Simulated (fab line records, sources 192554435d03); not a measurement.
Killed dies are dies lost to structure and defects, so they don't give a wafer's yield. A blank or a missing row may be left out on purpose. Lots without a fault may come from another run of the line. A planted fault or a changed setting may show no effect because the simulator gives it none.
Problem report in the 8D (eight disciplines) form, filled by code | flow n5_finfet | the parts of the form that need people (team, actions taken, sign-off) are left out

1. THE PROBLEM
oes_product_au at N5_BEOL_M0_ETCH_128 reads a mean of 0.76 a.u. on 1 wafer of 1 lot; wafers without a fault read 0.53 a.u. with a standard deviation of 0.057. That is +4.0 standard deviations from the usual mean.
The step: etches SiCN in CF4/N2, target depth 12 nm, overetch 5.1 nm, time 21.4 s.
First seen on wafer L577.4, day 9 04:25, on rie_diel-04. The record holds 26 wafers of 9 lots with a number at this step. Rule for "out", or "out of limits": more than 4 standard deviations from the usual mean. The other wafers with a number count as sound.

2. WHAT IT IS AND WHAT IT IS NOT
question                    | is               | is not
which readings at this step | oes_product_au   | drypump_motor_current_A, rf_vpp_V, showerhead_plenum_p_Torr, throttle_valve_pct
which lots                  | L577             | L568, L570, L571, L573, L574, L584, L586, L587
which wafers of those lots  | L577.4           | L577.6
read on which tools         | rie_diel-04      | rie_diel-01, rie_diel-03
when                        | from day 9 04:25 | up to then (16 sound wafers); but 9 sound wafers of L584, L586, L587 came after

3. SUSPECTS, AND WHAT RULES EACH OUT
Counting: a tool at a process step up to the reading stays a suspect if it ran every lot that is out. Sound lots after the first of them don't rule it out here, since some wafers of a struck lot are sound.
- rie_si-02 at N5_BEOL_M0_SAQP_MANDREL_ETCH_103 (etches a-Si in HBr/Cl2, stops on SiCN, target depth 45 nm, bt time 10 s, time 27 s): kept. It ran the lot that is out, L577 (day 8 23:32); its last sound lot up to then is L574 (day 8 01:30).
- rie_diel-04 at N5_BEOL_M0_ETCH_128 (etches SiCN in CF4/N2, target depth 12 nm, overetch 5.1 nm, time 21.4 s): kept. It ran the lot that is out, L577 (day 9 04:25); its last sound lot up to then is L573 (day 8 03:25). Its own readings are out on those wafers: oes_product_au.
- Within rie_si-02 at N5_BEOL_M0_SAQP_MANDREL_ETCH_103: the wafers that are out ran in chamber 2; their sound lot-mates ran in chamber 1.
- Within rie_diel-04 at N5_BEOL_M0_ETCH_128: the wafers that are out ran in chamber 1; their sound lot-mates ran in chamber 2.
Left after counting: rie_si-02 at N5_BEOL_M0_SAQP_MANDREL_ETCH_103, rie_diel-04 at N5_BEOL_M0_ETCH_128.

4. THE CAUSE (what the simulator had put in)
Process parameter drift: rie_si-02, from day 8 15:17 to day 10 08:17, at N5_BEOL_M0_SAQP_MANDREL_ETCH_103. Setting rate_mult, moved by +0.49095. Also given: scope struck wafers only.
Counting left 2 suspects, and this tool is among them.

5. THE CHAIN OF EFFECTS, in route order
Each row: a reading whose mean over the struck wafers that have a number lies more than 3 standard deviations from the usual. Only readings for which the record gives a usual standard deviation are gone through. hours: the time from each lot's start at the first step in this table that gives one to its start at this step, as a median over the lots. sigmas: the change in usual standard deviations.
hours | step                | reading        | usual     | on struck wafers | change | sigmas
0     | N5_BEOL_M0_ETCH_128 | oes_product_au | 0.53 a.u. | 0.76             | +0.23  | +4.0
The process steps in it:
- N5_BEOL_M0_ETCH_128: etches SiCN in CF4/N2, target depth 12 nm, overetch 5.1 nm, time 21.4 s.
Later measuring or inspecting steps at which every struck wafer that the step has a row for has a number for every such reading, and none has moved that far: N5_BEOL_M4_RC_MEAS_101.

6. WHAT WOULD HAVE CAUGHT IT SOONER
In this record the first reading out of limits was taken at day 9 04:25, 13 hours after the fault began at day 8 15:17.
Of the tool readings at N5_BEOL_M0_SAQP_MANDREL_ETCH_103 for which the record gives a usual standard deviation, none was out on any struck wafer, so an alarm limit of 4 standard deviations on them would not have fired.
All the lots that are out (1) had begun N5_BEOL_M0_SAQP_MANDREL_ETCH_103 on rie_si-02 by day 9 04:25. A hold on the tool at that time would have spared none of them.
